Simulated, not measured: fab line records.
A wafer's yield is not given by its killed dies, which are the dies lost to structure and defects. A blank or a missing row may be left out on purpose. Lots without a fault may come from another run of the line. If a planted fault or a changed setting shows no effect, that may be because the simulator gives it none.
Which of the tools did it? + flow n5-finfet + 25 wafers from 9 lots sampled at 5 of the route's 1938 steps

== WHAT EACH GAUGE READ, for each wafer ==
N5_BEOL_M4_RC_MEAS_101. Usual: DIBL_N 36.3 mV/V, standard deviation 1.2; DIBL_P 36.3 mV/V, standard deviation 1.4; IOFF_N 0.160 nA/um, standard deviation 0.02; IOFF_P 0.210 nA/um, standard deviation 0.025; ION_N 675 uA/um, standard deviation 9.5; ION_P 462 uA/um, standard deviation 7; SS_N 71.5 mV/dec, standard deviation 0.53; SS_P 73.4 mV/dec, standard deviation 0.55; VT_N 249.5 mV, standard deviation 2.6; VT_P -250.1 mV, standard deviation 2.9.
| lot  | measured     | on        | DIBL_N (mV/V)  | DIBL_P (mV/V)  | IOFF_N (nA/um)    | IOFF_P (nA/um)    | ION_N (uA/um) | ION_P (uA/um) | SS_N (mV/dec)  | SS_P (mV/dec)  | VT_N (mV)         | VT_P (mV)            | flag |
|------|--------------|-----------|----------------|----------------|-------------------|-------------------|---------------|---------------|----------------|----------------|-------------------|----------------------|------|
| L189 | day 10 02:20 | prober-02 | 36.7 35.7      | 37.4 35.6      | 0.178 0.147       | 0.258 0.217       | 679 668       | 466 460       | 71.6 71.5      | 74.1 73.6      | 245.1 247.7       | -243.4 -246.2        |      |
| L190 | day 10 05:20 | prober-01 | 37.9 37.2 36.4 | 36.3 37.1 35.5 | 0.179 0.172 0.152 | 0.211 0.231 0.203 | 692 684 677   | 467 469 462   | 71.9 71.8 72.2 | 73.8 73.4 73.8 | 249.8 250.0 251.3 | -250.3 -247.6 -250.0 |      |
| L194 | day 12 02:34 | prober-01 | 37.4 38.1      | 37.5 37.9      | 0.188 0.201       | 0.264 0.283       | 683 684       | 474 473       | 71.3 71.3      | 72.9 73.1      | 245.9 244.1       | -243.1 -245.8        |      |
| L200 | day 14 17:20 | prober-01 | 37.6 37.5 35.9 | 37.1 38.0 35.6 | 0.161 0.166 0.140 | 0.217 0.232 0.205 | 668 672 672   | 463 459 463   | 72.0 72.5 71.4 | 73.6 74.2 73.5 | 248.7 250.3 249.4 | -250.7 -246.4 -251.9 |      |
| L202 | day 15 02:28 | prober-02 | 36.9 39.5 38.2 | 37.5 40.0 38.9 | 0.162 0.206 0.186 | 0.215 0.265 0.236 | 668 685 674   | 463 464 457   | 71.9 71.7 71.6 | 73.5 74.6 74.7 | 250.5 248.3 249.9 | -248.9 -246.1 -248.1 |      |
| L203 | day 15 02:38 | prober-01 | 38.0 35.9 35.7 | 38.8 35.7 35.6 | 0.173 0.131 0.134 | 0.213 0.184 0.183 | 667 659 650   | 454 449 449   | 71.4 70.8 71.6 | 73.9 73.0 72.8 | 249.4 253.3 253.9 | -251.8 -254.3 -253.9 |      |
| L204 | day 14 22:32 | prober-01 | 35.8 35.5 34.8 | 36.4 34.8 34.7 | 0.172 0.154 0.147 | 0.200 0.179 0.184 | 682 676 677   | 461 458 464   | 70.8 71.4 70.5 | 73.0 73.1 72.1 | 246.2 247.9 250.8 | -253.4 -254.3 -251.8 |      |
| L205 | day 15 08:37 | prober-01 | 36.0 35.2 35.2 | 36.6 35.6 35.0 | 0.165 0.144 0.141 | 0.215 0.190 0.183 | 682 674 679   | 462 462 466   | 71.3 70.7 71.6 | 73.0 73.1 73.3 | 247.6 250.9 252.5 | -251.8 -250.1 -251.1 |      |
| L206 | day 16 03:17 | prober-02 | 35.3 34.8 34.6 | 36.4 34.8 35.8 | 0.154 0.143 0.151 | 0.208 0.183 0.206 | 679 683 691   | 472 466 466   | 71.6 70.8 71.3 | 72.7 72.7 72.1 | 247.8 248.7 250.1 | -249.9 -250.5 -247.9 |      |

== WHICH TOOL RAN EACH LOT (tool, then ch and the chambers of the sampled wafers, then the start) ==
| lot  | N5_BEOL_M1_DESCUM_16               | N5_BEOL_M1_DESCUM_33               | N5_BEOL_M1_ETCH_77                 | N5_BEOL_M1_TRENCH_ETCH_37                     |
|------|------------------------------------|------------------------------------|------------------------------------|-----------------------------------------------|
| L189 | rie-diel-04 ch 2,3, day 7 11:31    | rie-diel-04 ch 1,2, day 7 12:26    | rie-diel-04 ch 1,2, day 7 12:29    | rie-diel-04 ch 2,3, day 10 02:20 or earlier   |
| L190 | rie-diel-02 ch 0,1,3, day 7 12:37  | rie-diel-04 ch 0,3, day 7 13:37    | rie-diel-04 ch 0,3, day 7 13:39    | rie-diel-02 ch 0,1,2, day 10 05:20 or earlier |
| L194 | rie-diel-04 ch 0,2, day 8 16:49    | rie-diel-04 ch 2,3, day 8 17:50    | rie-diel-04 ch 2,3, day 8 17:53    | rie-diel-01 ch 0,1, day 12 02:34 or earlier   |
| L200 | rie-diel-04 ch 0,3, day 10 14:31   | rie-diel-02 ch 0,1,2, day 10 15:30 | rie-diel-02 ch 0,1,2, day 10 15:32 | rie-diel-01 ch 1,2,3, day 14 17:20 or earlier |
| L202 | rie-diel-02 ch 2,3, day 11 00:02   | rie-diel-04 ch 0,2, day 11 01:02   | rie-diel-04 ch 0,2, day 11 01:04   | rie-diel-02 ch 0,1,2, day 15 02:28 or earlier |
| L203 | rie-diel-02 ch 0,1,3, day 11 01:41 | rie-diel-01 ch 1,2,3, day 11 02:43 | rie-diel-01 ch 1,2,3, day 11 02:45 | rie-diel-01 ch 0,3, day 15 02:38 or earlier   |
| L204 | rie-diel-01 ch 1,2,3, day 11 08:12 | rie-diel-01 ch 2,3, day 11 09:05   | rie-diel-01 ch 2,3, day 11 09:08   | rie-diel-04 ch 0,2,3, day 14 22:32 or earlier |
| L205 | rie-diel-04 ch 0,2,3, day 11 08:35 | rie-diel-02 ch 0,1,2, day 11 09:28 | rie-diel-02 ch 0,1,2, day 11 09:31 | rie-diel-02 ch 0,1,3, day 15 08:37 or earlier |
| L206 | rie-diel-04 ch 0,1,2, day 11 23:01 | rie-diel-04 ch 0,2,3, day 11 23:53 | rie-diel-04 ch 0,2,3, day 11 23:55 | rie-diel-04 ch 0,3, day 16 03:17 or earlier   |
- N5_BEOL_M1_DESCUM_16: chemistry O2, time 7 s.
- N5_BEOL_M1_DESCUM_33: chemistry O2, time 7 s.
- N5_BEOL_M1_ETCH_77: etches underlayer in N2/H2, target depth 6.5 nm, time 5.2 s.
- N5_BEOL_M1_TRENCH_ETCH_37: etches SiOC in C4F6/O2, target depth 55.207 nm, time 29 s.

== WHAT THE TOOLS THEMSELVES READ (means of the sampled wafers that have a number; where no wafer has one, the mark that the record gives instead) ==
N5_BEOL_M1_DESCUM_16. Usual: drypump-motor-current-A 5.4 A, standard deviation 0.45; oes-product-au 0.75 a.u., standard deviation 0.067; rf-vpp-V 243.6 V, standard deviation 1.3; showerhead-plenum-p-Torr 2.13 Torr, standard deviation 0.067; temp-c 39.99 C, standard deviation 0.12; throttle-valve-pct 20.45 %, standard deviation 0.21.
| lot  | tool        | drypump-motor-current-A (A) | oes-product-au (a.u.) | rf-vpp-V (V) | showerhead-plenum-p-Torr (Torr) | temp-c (C) | throttle-valve-pct (%) | flag |
|------|-------------|-----------------------------|-----------------------|--------------|---------------------------------|------------|------------------------|------|
| L189 | rie-diel-04 | 5.5                         | 0.74                  | 242.5        | 2.09                            | 39.97      | 20.38                  |      |
| L190 | rie-diel-02 | 5.2                         | 0.76                  | 244.2        | 2.18                            | 39.97      | 20.29                  |      |
| L194 | rie-diel-04 | 5.8                         | 0.70                  | 244.2        | 2.11                            | 39.99      | 20.62                  |      |
| L200 | rie-diel-04 | 5.9                         | 0.90                  | 242.8        | 2.13                            | 39.97      | 20.39                  |      |
| L202 | rie-diel-02 | 5.3                         | 0.81                  | 244.5        | 2.19                            | 40.11      | 20.41                  |      |
| L203 | rie-diel-02 | 5.2                         | 0.74                  | 243.6        | 2.18                            | 40.00      | 20.33                  |      |
| L204 | rie-diel-01 | 5.2                         | 0.71                  | 244.2        | 2.14                            | 40.00      | 20.55                  |      |
| L205 | rie-diel-04 | 5.7                         | 0.80                  | 243.2        | 2.10                            | 39.93      | 20.43                  |      |
| L206 | rie-diel-04 | 5.9                         | 0.87                  | 244.0        | 2.15                            | 39.99      | 20.38                  |      |

N5_BEOL_M1_DESCUM_33. Usual: drypump-motor-current-A 5.4 A, standard deviation 0.47; oes-product-au 0.75 a.u., standard deviation 0.071; rf-vpp-V 243.8 V, standard deviation 1.3; showerhead-plenum-p-Torr 2.13 Torr, standard deviation 0.064; temp-c 40.02 C, standard deviation 0.12; throttle-valve-pct 20.46 %, standard deviation 0.21.
| lot  | tool        | drypump-motor-current-A (A) | oes-product-au (a.u.) | rf-vpp-V (V) | showerhead-plenum-p-Torr (Torr) | temp-c (C) | throttle-valve-pct (%) | flag |
|------|-------------|-----------------------------|-----------------------|--------------|---------------------------------|------------|------------------------|------|
| L189 | rie-diel-04 | 5.8                         | 0.71                  | 242.4        | 2.02                            | 39.98      | 20.45                  |      |
| L190 | rie-diel-04 | 5.8                         | 0.75                  | 244.2        | 2.12                            | 40.00      | 20.44                  |      |
| L194 | rie-diel-04 | 5.5                         | 0.74                  | 243.7        | 2.08                            | 40.02      | 20.40                  |      |
| L200 | rie-diel-02 | 4.9                         | 0.75                  | 245.2        | 2.18                            | 40.09      | 20.55                  |      |
| L202 | rie-diel-04 | 5.9                         | 0.88                  | 242.9        | 2.12                            | 39.91      | 20.45                  |      |
| L203 | rie-diel-01 | 5.1                         | 0.72                  | 244.0        | 2.14                            | 39.94      | 20.55                  |      |
| L204 | rie-diel-01 | 4.7                         | 0.73                  | 244.8        | 2.14                            | 40.04      | 20.40                  |      |
| L205 | rie-diel-02 | 4.9                         | 0.74                  | 244.1        | 2.18                            | 40.10      | 20.56                  |      |
| L206 | rie-diel-04 | 5.7                         | 0.79                  | 244.0        | 2.10                            | 40.00      | 20.43                  |      |

N5_BEOL_M1_ETCH_77. Usual: drypump-motor-current-A 5.4 A, standard deviation 0.47; etch-rf-on-time-s 5.21 s, standard deviation 0.08; oes-product-au 0.64 a.u., standard deviation 0.061; rf-vpp-V 525.2 V, standard deviation 2.6; showerhead-plenum-p-Torr 2.59 Torr, standard deviation 0.08; throttle-valve-pct 17.90 %, standard deviation 0.23.
| lot  | tool        | drypump-motor-current-A (A) | etch-rf-on-time-s (s) | oes-product-au (a.u.) | rf-vpp-V (V) | showerhead-plenum-p-Torr (Torr) | throttle-valve-pct (%) | flag |
|------|-------------|-----------------------------|-----------------------|-----------------------|--------------|---------------------------------|------------------------|------|
| L189 | rie-diel-04 | 5.8                         | 6.81                  | 0.54                  | 521.4        | 2.47                            | 17.88                  | OFF  |
| L190 | rie-diel-04 | 5.8                         | 6.12                  | 0.60                  | 525.4        | 2.56                            | 17.84                  | OFF  |
| L194 | rie-diel-04 | 5.5                         | 8.36                  | 0.50                  | 523.6        | 2.53                            | 17.80                  | OFF  |
| L200 | rie-diel-02 | 5.0                         | 5.19                  | 0.64                  | 526.3        | 2.65                            | 18.04                  |      |
| L202 | rie-diel-04 | 5.9                         | 5.25                  | 0.74                  | 524.8        | 2.58                            | 17.87                  |      |
| L203 | rie-diel-01 | 5.2                         | 5.26                  | 0.61                  | 525.4        | 2.59                            | 18.00                  |      |
| L204 | rie-diel-01 | 4.8                         | 5.24                  | 0.62                  | 524.9        | 2.60                            | 17.80                  |      |
| L205 | rie-diel-02 | 5.0                         | 5.23                  | 0.64                  | 527.0        | 2.65                            | 18.06                  |      |
| L206 | rie-diel-04 | 5.8                         | 5.23                  | 0.67                  | 523.2        | 2.55                            | 17.84                  |      |

N5_BEOL_M1_TRENCH_ETCH_37. Usual: drypump-motor-current-A 5.3 A, standard deviation 0.44; oes-product-au 0.75 a.u., standard deviation 0.068; rf-vpp-V 667 V, standard deviation 6.2; showerhead-plenum-p-Torr 2.92 Torr, standard deviation 0.072; throttle-valve-pct 20.88 %, standard deviation 0.22.
| lot  | tool        | drypump-motor-current-A (A) | oes-product-au (a.u.) | rf-vpp-V (V) | showerhead-plenum-p-Torr (Torr) | throttle-valve-pct (%) | flag |
|------|-------------|-----------------------------|-----------------------|--------------|---------------------------------|------------------------|------|
| L189 | rie-diel-04 | 5.5                         | 0.74                  | 664          | 2.84                            | 20.82                  |      |
| L190 | rie-diel-02 | 5.0                         | 0.77                  | 666          | 2.97                            | 20.97                  |      |
| L194 | rie-diel-01 | 5.6                         | 0.72                  | 672          | 2.94                            | 20.88                  |      |
| L200 | rie-diel-01 | 5.1                         | 0.72                  | 665          | 2.90                            | 20.97                  |      |
| L202 | rie-diel-02 | 5.0                         | 0.75                  | 666          | 2.96                            | 21.01                  |      |
| L203 | rie-diel-01 | 4.9                         | 0.72                  | 668          | 2.95                            | 20.72                  |      |
| L204 | rie-diel-04 | 5.8                         | 0.79                  | 669          | 2.85                            | 20.85                  |      |
| L205 | rie-diel-02 | 5.2                         | 0.73                  | 668          | 2.95                            | 20.77                  |      |
| L206 | rie-diel-04 | 5.8                         | 0.80                  | 667          | 2.86                            | 20.76                  |      |

== THE ANSWER, worked out from the rows above alone ==
Rule: take the mean of a lot's wafers that have a number; if it is more than 3 standard deviations from the usual mean, the lot is off. A lot without any number at a reading at which 4 lots or more have one is off too. Any other lot the step has rows for is counted as sound. After the gauges, taken in route order, come the tools' own readings; for these a lot's mean is taken, as printed above. The first step at which some lot is off is used, and at that step the reading that is off furthest; a lot without a number counts as furthest.
Off: L189, L190, L194 (N5_BEOL_M1_ETCH_77, etch-rf-on-time-s).
If a tool, at that step or one of the process steps before it, ran each lot that is off and ran no sound lot following the first of them, it fits. No candidate that was tried fits.

== WHAT THE SIMULATOR HAD PUT IN ==
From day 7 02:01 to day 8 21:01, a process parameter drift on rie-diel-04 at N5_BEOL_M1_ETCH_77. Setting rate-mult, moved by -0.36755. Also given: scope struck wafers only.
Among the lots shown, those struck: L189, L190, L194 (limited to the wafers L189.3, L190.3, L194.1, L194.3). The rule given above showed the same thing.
